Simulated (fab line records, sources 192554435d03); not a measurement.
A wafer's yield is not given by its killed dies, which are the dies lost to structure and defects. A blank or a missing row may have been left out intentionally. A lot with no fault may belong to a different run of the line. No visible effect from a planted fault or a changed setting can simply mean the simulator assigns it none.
fab line records + flow n5_finfet
record:
- lots: 11
- wafers: 33
- last_day: 17
route steps=1938 shown BEOL_M15@1818 PAD_METAL@1896 PASSIVATION@1908
lots with no fault: from the same line, run without faults
start_h: the number of hours between the record's first day and the start of the first shown wafer of the lot + wait_h: hours since the lot's step before + " same as the row above + L1.1+2: a single row standing in for several wafers + - no value, or no start was given + * or withheld: withheld + < > ~ a bound
route shown NAME@n: NAME is a module with steps in the file, n the number in the route of the first one + usual: mean/standard deviation taken from wafers without a fault + same: alike in all rows + chamber/n: place in a boat + sites: each site's reading + _std_site: how widely they spread, as a standard deviation + _edge_site: outer sites' mean less inner sites' + radius_mm: for every site, how far away it sits from the centre of the wafer + mask NAME#n: copy n + behind: the tool/chamber that last shaped the wafer + hold: why the lot was held/for how many hours/how that ended + device: whichever transistor did not switch (one of n, p or np) + end of line: the same wafers' tests at the end of the route + for a step that has no rows: nothing shown but its recipe + killed: not the wafer's yield, but the dies lost to structure and defects at the first sort + map: shows each die of a wafer: x if killed, . if not, _ if none is there
set.NAME: the run value of the setting; set.NAME@STEP: its run value at that earlier step + model.NAME: the simulator's own value behind a step, which no gauge read
steps of the route over a sample of lots; a table a step, a row a wafer
services: a tool's chamber out of use, with start hour (start_h, from the record's first day; less than 0 if before it), hours out, and reason
== steps ==
step: N5_BEOL_M15_PRE_CLEAN_42
recipe:
- gas: H2/He
- time_s: 30
- temp_c: 300
usual:
- heater_power_w: 462/33
| lot.wafer | tool           | chamber | start_h | wait_h | heater_power_w |
|-----------|----------------|---------|---------|--------|----------------|
| L775.2    | pvd_sputter-01 | -       | 255.27  | 0.0    | 472            |
| L775.3    | "              | -       | "       | "      | 482            |
| L775.5    | "              | -       | "       | "      | 481            |
| L776.2    | pvd_sputter-02 | -       | 256.73  | 0.0    | 483            |
| L776.4    | "              | -       | "       | "      | 470            |
| L776.5    | "              | -       | "       | "      | 474            |
| L774.4    | pvd_sputter-01 | -       | 261.49  | 0.0    | 505            |
| L774.5    | "              | -       | "       | "      | 461            |
| L774.6    | "              | -       | "       | "      | 514            |
| L777.1    | pvd_sputter-01 | -       | 266.83  | 0.0    | 475            |
| L777.2    | "              | -       | "       | "      | 512            |
| L777.6    | "              | -       | "       | "      | 468            |
| L779.1    | pvd_sputter-02 | -       | 277.39  | 0.0    | 389            |
| L779.2    | "              | -       | "       | "      | 480            |
| L779.5    | "              | -       | "       | "      | 461            |
| L781.3    | pvd_sputter-02 | -       | 298.79  | 0.0    | 482            |
| L781.5    | "              | -       | "       | "      | 464            |
| L781.6    | "              | -       | "       | "      | 386            |
| L789.1    | pvd_sputter-01 | -       | 355.71  | 0.0    | 475            |
| L789.2    | "              | -       | "       | "      | 462            |
| L789.4    | "              | -       | "       | "      | 501            |
| L793.2    | pvd_sputter-03 | -       | 356.47  | 0.0    | 441            |
| L793.3    | "              | -       | "       | "      | 469            |
| L793.4    | "              | -       | "       | "      | 432            |
| L792.2    | pvd_sputter-01 | -       | 362.82  | 0.0    | 477            |
| L792.4    | "              | -       | "       | "      | 492            |
| L792.6    | "              | -       | "       | "      | 518            |
| L794.4    | pvd_sputter-03 | -       | 371.49  | 0.0    | 429            |
| L794.5    | "              | -       | "       | "      | 469            |
| L794.6    | "              | -       | "       | "      | 423            |
| L795.1    | pvd_sputter-02 | -       | 378.22  | 0.0    | 480            |
| L795.4    | "              | -       | "       | "      | 491            |
| L795.5    | "              | -       | "       | "      | 381            |
step: N5_PASSIVATION_AL_DEP_21
recipe:
- material: Al
- target_thk_a: 28000
- temp_c: 400
- time_s: 170
- power_w: 30000
- chamber_pressure_pa: 0.4
- gas: Ar
usual:
- throttle_valve_pct: 30.2/0.88
| lot.wafer | tool           | chamber | start_h | wait_h | throttle_valve_pct |
|-----------|----------------|---------|---------|--------|--------------------|
| L775.2    | pvd_sputter-01 | -       | 264.63  | 0.1    | 30.6               |
| L775.3    | "              | -       | "       | "      | 30.6               |
| L775.5    | "              | -       | "       | "      | 30.8               |
| L776.2    | pvd_sputter-01 | -       | 267.81  | 0.1    | 30.7               |
| L776.4    | "              | -       | "       | "      | 30.8               |
| L776.5    | "              | -       | "       | "      | 30.6               |
| L774.4    | pvd_sputter-01 | -       | 270.31  | 0.1    | 28.7               |
| L774.5    | "              | -       | "       | "      | 31.0               |
| L774.6    | "              | -       | "       | "      | 28.9               |
| L777.1    | pvd_sputter-03 | -       | 277.19  | 0.1    | 29.7               |
| L777.2    | "              | -       | "       | "      | 31.8               |
| L777.6    | "              | -       | "       | "      | 29.7               |
| L779.1    | pvd_sputter-02 | -       | 291.35  | 0.1    | 29.8               |
| L779.2    | "              | -       | "       | "      | 30.0               |
| L779.5    | "              | -       | "       | "      | 30.3               |
| L781.3    | pvd_sputter-02 | -       | 309.39  | 0.1    | 30.0               |
| L781.5    | "              | -       | "       | "      | 29.6               |
| L781.6    | "              | -       | "       | "      | 30.7               |
| L789.1    | pvd_sputter-03 | -       | 367.44  | 0.1    | 29.8               |
| L789.2    | "              | -       | "       | "      | 31.8               |
| L789.4    | "              | -       | "       | "      | 30.9               |
| L793.2    | pvd_sputter-01 | -       | 368.09  | 0.1    | 28.8               |
| L793.3    | "              | -       | "       | "      | 29.8               |
| L793.4    | "              | -       | "       | "      | 30.6               |
| L792.2    | pvd_sputter-01 | -       | 372.16  | 0.1    | 28.9               |
| L792.4    | "              | -       | "       | "      | 29.7               |
| L792.6    | "              | -       | "       | "      | 30.4               |
| L794.4    | pvd_sputter-01 | -       | 382.92  | 0.1    | 30.5               |
| L794.5    | "              | -       | "       | "      | 30.8               |
| L794.6    | "              | -       | "       | "      | 28.6               |
| L795.1    | pvd_sputter-01 | -       | 390.56  | 0.1    | 30.6               |
| L795.4    | "              | -       | "       | "      | 28.9               |
| L795.5    | "              | -       | "       | "      | 29.4               |
step: N5_PASSIVATION_DESCUM_32
recipe:
- chemistry: O2
- time_s: 7.9
- source_power_w: 50
- bias_power_w: 20
- pressure_mtorr: 20
- rf_frequency_hz: 2.712e+07
- temp_c: 40
- o2_flow_sccm: 225
usual:
- drypump_motor_current_A: 5.6/0.52
- oes_product_au: 0.80/0.061
- rf_vpp_V: 243.4/1.2
- showerhead_plenum_p_Torr: 2.11/0.069
- temp_c: 39.98/0.11
- throttle_valve_pct: 20.35/0.17
| lot.wafer | tool        | chamber | start_h | wait_h | drypump_motor_current_A | oes_product_au | rf_hours_counter_h | rf_vpp_V | showerhead_plenum_p_Torr | temp_c | throttle_valve_pct |
|-----------|-------------|---------|---------|--------|-------------------------|----------------|--------------------|----------|--------------------------|--------|--------------------|
| L775.2    | rie_diel-03 | 0       | 265.25  | 0.1    | 6.0                     | 0.83           | 100                | 245.9    | 2.20                     | 39.93  | 20.37              |
| L775.3    | "           | 2       | "       | "      | 5.4                     | 0.88           | 31                 | 242.4    | 2.05                     | 40.14  | 20.10              |
| L775.5    | "           | 0       | "       | "      | 6.0                     | 0.82           | -                  | 245.5    | 2.20                     | 40.08  | 20.39              |
| L776.2    | rie_diel-02 | 3       | 268.50  | 0.0    | 4.7                     | 0.71           | 229                | 242.8    | 2.06                     | 40.08  | 20.43              |
| L776.4    | "           | 1       | "       | "      | 4.9                     | 0.79           | 118                | 242.4    | 2.10                     | 40.01  | 20.26              |
| L776.5    | "           | 3       | "       | "      | 4.7                     | 0.71           | -                  | 242.7    | 2.06                     | 39.83  | 20.44              |
| L774.4    | rie_diel-02 | 3       | 271.36  | 0.4    | 4.7                     | 0.71           | 230                | 243.4    | 2.06                     | 40.04  | 20.45              |
| L774.5    | "           | 1       | "       | "      | 4.9                     | 0.79           | -                  | 245.1    | 2.10                     | 39.95  | 20.27              |
| L774.6    | "           | 0       | "       | "      | 6.2                     | 0.89           | -                  | 244.8    | 2.23                     | 40.10  | 20.26              |
| L777.1    | rie_diel-04 | 1       | 277.75  | 0.0    | 6.6                     | 0.71           | 212                | 244.2    | 2.15                     | 39.97  | 20.77              |
| L777.2    | "           | 3       | "       | "      | 5.4                     | 0.80           | 94                 | 246.2    | 2.20                     | 39.73  | 20.30              |
| L777.6    | "           | 1       | "       | "      | 6.6                     | 0.70           | -                  | 244.6    | 2.15                     | 39.86  | 20.74              |
| L779.1    | rie_diel-02 | 3       | 291.91  | 0.0    | 4.7                     | 0.70           | 238                | 241.5    | 2.06                     | 40.10  | 20.46              |
| L779.2    | "           | 0       | "       | "      | 6.2                     | 0.87           | 48                 | 245.1    | 2.22                     | 39.88  | 20.24              |
| L779.5    | "           | 0       | "       | "      | 6.2                     | 0.87           | -                  | 244.5    | 2.22                     | 40.05  | 20.24              |
| L781.3    | rie_diel-03 | 2       | 309.96  | 0.0    | 5.4                     | 0.85           | 49                 | 241.6    | 2.04                     | 39.99  | 20.14              |
| L781.5    | "           | 2       | "       | "      | 5.4                     | 0.84           | -                  | 242.8    | 2.04                     | 40.14  | 20.14              |
| L781.6    | "           | 3       | "       | "      | 4.9                     | 0.70           | -                  | 243.2    | 2.07                     | 39.82  | 20.56              |
| L789.1    | rie_diel-02 | 2       | 368.04  | 0.1    | 5.5                     | 0.81           | 88                 | 242.1    | 2.02                     | 39.83  | 20.21              |
| L789.2    | "           | 0       | "       | "      | 6.2                     | 0.82           | 83                 | 243.6    | 2.21                     | 40.05  | 20.30              |
| L789.4    | "           | 2       | "       | "      | 5.5                     | 0.82           | -                  | 242.4    | 2.02                     | 39.88  | 20.22              |
| L793.2    | rie_diel-03 | 2       | 368.85  | 0.2    | 5.4                     | 0.82           | 72                 | 243.0    | 2.03                     | 40.08  | 20.17              |
| L793.3    | "           | 3       | "       | "      | 4.9                     | 0.69           | 244                | 243.2    | 2.06                     | 39.84  | 20.60              |
| L793.4    | "           | 0       | "       | "      | 6.0                     | 0.79           | 142                | 244.3    | 2.18                     | 39.73  | 20.43              |
| L792.2    | rie_diel-02 | 0       | 372.72  | 0.0    | 6.2                     | 0.82           | 85                 | 245.1    | 2.21                     | 40.03  | 20.29              |
| L792.4    | "           | 0       | "       | "      | 6.2                     | 0.82           | -                  | 245.2    | 2.21                     | 40.02  | 20.30              |
| L792.6    | "           | 2       | "       | "      | 5.5                     | 0.81           | -                  | 242.9    | 2.02                     | 40.03  | 20.22              |
| L794.4    | rie_diel-03 | 2       | 383.61  | 0.0    | 5.4                     | 0.81           | 77                 | 242.9    | 2.03                     | 40.10  | 20.18              |
| L794.5    | "           | 2       | "       | "      | 5.4                     | 0.83           | -                  | 241.8    | 2.03                     | 39.89  | 20.19              |
| L794.6    | "           | 3       | "       | "      | 4.9                     | 0.68           | -                  | 241.8    | 2.06                     | 40.00  | 20.59              |
| L795.1    | rie_diel-03 | 0       | 391.25  | 0.0    | 6.0                     | 0.77           | 148                | 244.1    | 2.18                     | 39.80  | 20.43              |
| L795.4    | "           | 0       | "       | "      | 6.0                     | 0.78           | -                  | 245.0    | 2.18                     | 39.97  | 20.44              |
| L795.5    | "           | 2       | "       | "      | 5.4                     | 0.83           | -                  | 241.7    | 2.03                     | 40.07  | 20.18              |
step: N5_PASSIVATION_PASS_ETCH_47
recipe:
- chemistry: CF4/O2
- target: SiNx
- target_depth_a: 7700
- time_s: 385
- ion_energy_ev: 100
- pressure_mtorr: 40
- source_w: 535
- bias_w: 49
- Ar_flow_sccm: 100
- cf4_flow_sccm: 100
- O2_flow_sccm: 10
usual:
- drypump_motor_current_A: 5.5/0.53
- oes_product_au: 0.80/0.061
- rf_vpp_V: 239.8/1.8
- showerhead_plenum_p_Torr: 2.22/0.065
- throttle_valve_pct: 15.79/0.18
| lot.wafer | tool        | chamber | start_h | wait_h | drypump_motor_current_A | oes_product_au | rf_hours_counter_h | rf_vpp_V | showerhead_plenum_p_Torr | throttle_valve_pct |
|-----------|-------------|---------|---------|--------|-------------------------|----------------|--------------------|----------|--------------------------|--------------------|
| L775.2    | rie_diel-03 | 2       | 267.24  | 0.0    | 5.3                     | 0.88           | 32                 | 239.3    | 2.16                     | 15.56              |
| L775.3    | "           | 0       | "       | "      | 6.0                     | 0.82           | 101                | 239.7    | 2.30                     | 15.79              |
| L775.5    | "           | 3       | "       | "      | 4.9                     | 0.71           | -                  | 243.0    | 2.18                     | 16.07              |
| L776.2    | rie_diel-03 | 2       | 270.50  | 0.0    | 5.4                     | 0.89           | 34                 | 239.4    | 2.16                     | 15.54              |
| L776.4    | "           | 3       | "       | "      | 4.9                     | 0.71           | 214                | 242.2    | 2.18                     | 16.06              |
| L776.5    | "           | 2       | "       | "      | 5.4                     | 0.88           | -                  | 239.0    | 2.16                     | 15.57              |
| L774.4    | rie_diel-02 | 1       | 273.63  | 0.0    | 4.9                     | 0.78           | 120                | 240.0    | 2.21                     | 15.71              |
| L774.5    | "           | 2       | "       | "      | 5.5                     | 0.87           | -                  | 240.3    | 2.16                     | 15.62              |
| L774.6    | "           | 1       | "       | "      | 4.9                     | 0.79           | -                  | 240.4    | 2.21                     | 15.71              |
| L777.1    | rie_diel-03 | 0       | 279.64  | 0.0    | 6.0                     | 0.81           | 105                | 240.1    | 2.30                     | 15.80              |
| L777.2    | "           | 1       | "       | "      | 5.7                     | 0.85           | 58                 | 237.1    | 2.24                     | 15.64              |
| L777.6    | "           | 2       | "       | "      | 5.4                     | 0.88           | -                  | 238.5    | 2.16                     | 15.54              |
| L779.1    | rie_diel-03 | 1       | 293.80  | 0.0    | 5.7                     | 0.85           | 62                 | 238.1    | 2.24                     | 15.63              |
| L779.2    | "           | 2       | "       | "      | 5.4                     | 0.87           | 41                 | 239.0    | 2.15                     | 15.57              |
| L779.5    | "           | 2       | "       | "      | 5.4                     | 0.87           | -                  | 238.6    | 2.15                     | 15.57              |
| L781.3    | rie_diel-03 | 0       | 312.26  | 0.0    | 6.0                     | 0.80           | 119                | 239.1    | 2.30                     | 15.79              |
| L781.5    | "           | 2       | "       | "      | 5.4                     | 0.85           | -                  | 239.7    | 2.15                     | 15.58              |
| L781.6    | "           | 3       | "       | "      | 4.9                     | 0.70           | -                  | 241.3    | 2.18                     | 16.09              |
| L789.1    | rie_diel-03 | 3       | 369.91  | 0.0    | 4.9                     | 0.69           | 244                | 243.7    | 2.17                     | 16.11              |
| L789.2    | "           | 0       | "       | "      | 6.0                     | 0.78           | 142                | 238.9    | 2.29                     | 15.86              |
| L789.4    | "           | 1       | "       | "      | 5.7                     | 0.81           | 90                 | 237.1    | 2.23                     | 15.70              |
| L793.2    | rie_diel-04 | 3       | 370.91  | 0.0    | 5.4                     | 0.78           | 124                | 240.7    | 2.30                     | 15.80              |
| L793.3    | "           | 2       | "       | "      | 5.7                     | 0.74           | 166                | 240.0    | 2.20                     | 16.06              |
| L793.4    | "           | 1       | "       | "      | 6.6                     | 0.69           | 242                | 244.8    | 2.26                     | 16.29              |
| L792.2    | rie_diel-02 | 0       | 374.62  | 0.0    | 6.2                     | 0.83           | 86                 | 240.0    | 2.32                     | 15.74              |
| L792.4    | "           | 0       | "       | "      | 6.3                     | 0.82           | -                  | 238.9    | 2.32                     | 15.74              |
| L792.6    | "           | 2       | "       | "      | 5.5                     | 0.81           | -                  | 239.3    | 2.14                     | 15.72              |
| L794.4    | rie_diel-03 | 1       | 385.52  | 0.0    | 5.7                     | 0.82           | 94                 | 237.2    | 2.23                     | 15.71              |
| L794.5    | "           | 1       | "       | "      | 5.7                     | 0.81           | -                  | 236.0    | 2.23                     | 15.70              |
| L794.6    | "           | 2       | "       | "      | 5.4                     | 0.82           | -                  | 238.6    | 2.14                     | 15.64              |
| L795.1    | rie_diel-03 | 2       | 393.16  | 0.0    | 5.4                     | 0.82           | 79                 | 238.0    | 2.14                     | 15.65              |
| L795.4    | "           | 2       | "       | "      | 5.4                     | 0.82           | -                  | 239.2    | 2.14                     | 15.63              |
| L795.5    | "           | 1       | "       | "      | 5.7                     | 0.81           | -                  | 238.5    | 2.23                     | 15.71              |
step: N5_PASSIVATION_PROBE_49
usual:
- defect_limited_yield: 91.3/1.3
- killed_at_M0_to_M3: 35/13
- killed_at_M4_up: 13/5.2
- killed_at_contacts: 12/6.2
- killed_at_front_end: 39/9.6
- killed_at_other: 3.1/2.6
- killed_dies: 102/16
- killed_open: 68/13
- killed_short: 33/6.9
- sort_bin_5_function: 5.1/0.87
- sort_bin_6_memory: 3.3/0.67
- sort_n_pass: 1078/16
- sort_yield_pct: 91.3/1.3
same:
- gross_dies: 1180
- killed_at_back_side: 0
- sort_bin_4_leakage[%]: 0
- sort_bin_8_speed[%]: 0
| lot.wafer | tool      | chamber | start_h | wait_h | defect_limited_yield[%] | killed_at_M0_to_M3 | killed_at_M4_up | killed_at_contacts | killed_at_front_end | killed_at_other | killed_dies | killed_open | killed_short | sort_bin_5_function[%] | sort_bin_6_memory[%] | sort_n_pass | sort_yield_pct[%] |
|-----------|-----------|---------|---------|--------|-------------------------|--------------------|-----------------|--------------------|---------------------|-----------------|-------------|-------------|--------------|------------------------|----------------------|-------------|-------------------|
| L777.1    | prober-01 | -       | 282.65  | 0.0    | 92.5                    | 35                 | 7               | 8                  | 34                  | 4               | 88          | 59          | 29           | 4.5                    | 2.9                  | 1092        | 92.5              |
| L777.2    | prober-01 | -       | 282.70  | 0.1    | 92.5                    | 23                 | 16              | 2                  | 42                  | 5               | 88          | 49          | 39           | 4.6                    | 2.5                  | 1092        | 92.5              |
| L777.6    | prober-01 | -       | 282.90  | 0.3    | 92.9                    | 34                 | 6               | 7                  | 35                  | 2               | 84          | 44          | 38           | 3.6                    | 3.2                  | 1096        | 92.9              |
| L789.1    | prober-01 | -       | 372.92  | 0.0    | 84.5                    | 17                 | 105             | 7                  | 53                  | 1               | 183         | 49          | 30           | 10.5                   | 3.6                  | 997         | 84.5              |
| L789.2    | prober-01 | -       | 372.97  | 0.1    | 83.1                    | 30                 | 116             | 15                 | 36                  | 3               | 200         | 58          | 31           | 10.3                   | 5.0                  | 980         | 83.1              |
| L789.4    | prober-01 | -       | 373.07  | 0.2    | 88.1                    | 28                 | 69              | 11                 | 30                  | 2               | 140         | 55          | 22           | 8.4                    | 2.6                  | 1040        | 88.1              |
| L792.2    | prober-02 | -       | 377.67  | 0.1    | 83.1                    | 36                 | 114             | 7                  | 41                  | 2               | 200         | 54          | 40           | 10.2                   | 4.9                  | 980         | 83.1              |
| L792.4    | prober-02 | -       | 377.77  | 0.2    | 84.9                    | 47                 | 80              | 10                 | 36                  | 5               | 178         | 74          | 37           | 8.9                    | 4.8                  | 1002        | 84.9              |
| L792.6    | prober-02 | -       | 377.87  | 0.3    | 85.9                    | 36                 | 74              | 4                  | 48                  | 4               | 166         | 68          | 32           | 9.2                    | 3.4                  | 1014        | 85.9              |
killed by level:class
L777.1 BEOL_M0_SAQP:geometric_particle:short=13 BEOL_M0_SAQP:geometric_particle:open=10 FIN_SAQP:geometric_particle:open=7 MOL_CONTACT_COAG:geometric_particle:open=7 GATE_CUT:geometric_particle:open=6 FIN_SAQP:geometric_particle:short=5 BEOL_M3:geometric_particle:open=5 GATE_CUT:geometric_particle:short=4
L777.2 FIN_SAQP:geometric_particle:short=9 STI_FIN_REVEAL:geometric_particle:open=9 BEOL_M1:geometric_particle:open=8 BEOL_M0_SAQP:geometric_particle:open=6 FIN_SAQP:geometric_particle:open=5 STI_FIN_REVEAL:geometric_particle:short=5 BEOL_M5:geometric_particle:short=5 STARTING-WAFER:geometric_particle:open=4
L777.6 FIN_SAQP:geometric_particle:short=11 BEOL_M1:geometric_particle:open=9 BEOL_M0_SAQP:geometric_particle:short=9 BEOL_M0_SAQP:geometric_particle:open=7 STI_FIN_REVEAL:geometric_particle:open=6 MOL_CONTACT_COAG:geometric_particle:open=6 FIN_SAQP:geometric_particle:open=5 STARTING-WAFER:geometric_particle:short=4
L789.1 BEOL_M15:unspecified=101 FIN_SAQP:geometric_particle:open=18 FIN_SAQP:geometric_particle:short=12 BEOL_M2:geometric_particle:open=8 MOL_CONTACT_COAG:geometric_particle:open=5 GATE_CUT:geometric_particle:open=4 STARTING-WAFER:geometric_particle:short=4 BEOL_M1:geometric_particle:open=3
L789.2 BEOL_M15:unspecified=109 FIN_SAQP:geometric_particle:open=13 BEOL_M3:geometric_particle:open=13 MOL_CONTACT_COAG:geometric_particle:open=10 FIN_SAQP:geometric_particle:short=7 STI_FIN_REVEAL:geometric_particle:open=5 MOL_CONTACT_COAG:geometric_particle:short=5 STARTING-WAFER:geometric_particle:short=5
L789.4 BEOL_M15:unspecified=63 FIN_SAQP:geometric_particle:open=11 BEOL_M2:geometric_particle:open=10 FIN_SAQP:geometric_particle:short=9 MOL_CONTACT_COAG:geometric_particle:open=7 BEOL_M0_SAQP:geometric_particle:open=6 STI_FIN_REVEAL:geometric_particle:open=4 MOL_CONTACT_COAG:geometric_particle:short=4
L792.2 BEOL_M15:unspecified=106 BEOL_M0_SAQP:geometric_particle:short=11 STI_FIN_REVEAL:geometric_particle:open=8 GATE_CUT:geometric_particle:open=7 BEOL_M0_SAQP:geometric_particle:open=7 FIN_SAQP:geometric_particle:short=6 MOL_CONTACT_COAG:geometric_particle:open=6 BEOL_M2:geometric_particle:open=6
L792.4 BEOL_M15:unspecified=66 BEOL_M0_SAQP:geometric_particle:open=11 BEOL_M2:geometric_particle:open=10 MOL_CONTACT_COAG:geometric_particle:open=8 BEOL_M0_SAQP:geometric_particle:short=8 STI_FIN_REVEAL:geometric_particle:open=7 BEOL_M4:geometric_particle:open=7 FIN_SAQP:geometric_particle:short=6
L792.6 BEOL_M15:unspecified=62 STI_FIN_REVEAL:geometric_particle:open=11 BEOL_M0_SAQP:geometric_particle:open=11 BEOL_M3:geometric_particle:open=8 FIN_SAQP:geometric_particle:open=7 BEOL_M0_SAQP:geometric_particle:short=7 GATE_CUT:geometric_particle:short=5 BEOL_M4:geometric_particle:open=5
== services ==
| tool        | chamber | start_h | hours | kind                          |
|-------------|---------|---------|-------|-------------------------------|
| rie_diel-04 | 1       | 288.71  | 11.0  | repair                        |
| rie_diel-04 | -       | 298.50  | 2.8   | pm                            |
| rie_diel-03 | 3       | 301.67  | 7.3   | repair                        |
| rie_diel-03 | 3       | 322.29  | 11.0  | repair                        |
| rie_diel-04 | 3       | 340.45  | 5.4   | repair                        |
| rie_diel-02 | 3       | 365.02  | -     | clean                         |
| rie_diel-02 | 3       | 365.02  | -     | consumable_replace:focus_ring |
| rie_diel-02 | 3       | 365.02  | 15.8  | scheduled_down                |
| rie_diel-02 | 3       | 365.02  | 15.8  | vent_cycle                    |
| rie_diel-02 | 2       | 375.59  | 1.2   | repair                        |
| rie_diel-03 | 3       | 391.01  | -     | clean                         |
| rie_diel-03 | 3       | 391.01  | -     | consumable_replace:focus_ring |
== key ==
first_sign:
- step: N5_PASSIVATION_PROBE_49
- reading: killed_at_M4_up
- direction: up
- sigmas: 15
- usual: 13
- struck: 93
effect:
- step: N5_PASSIVATION_PROBE_49
- reading: defect_limited_yield
- direction: down
- sigmas: 4.8
- usual: 91.3
- struck: 84.9
more_kills_born_at:
- N5_BEOL_M15_PRE_CLEAN_42@pvd_sputter-01: 507
met_at N5_BEOL_M15_PRE_CLEAN_42
struck_lots L789,L792
not_acting_at N5_PASSIVATION_AL_DEP_21,N5_PASSIVATION_DESCUM_32,N5_PASSIVATION_PASS_ETCH_47
onset_between 266.83 355.71
fault:
- kind: chamber_particle_source
- tool: pvd_sputter-01
- chamber: -
- onset_h: 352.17
- steps: N5_BEOL_M15_PRE_CLEAN_42
- rate_per_visit_cm2: 0.5017
- end_h: 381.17
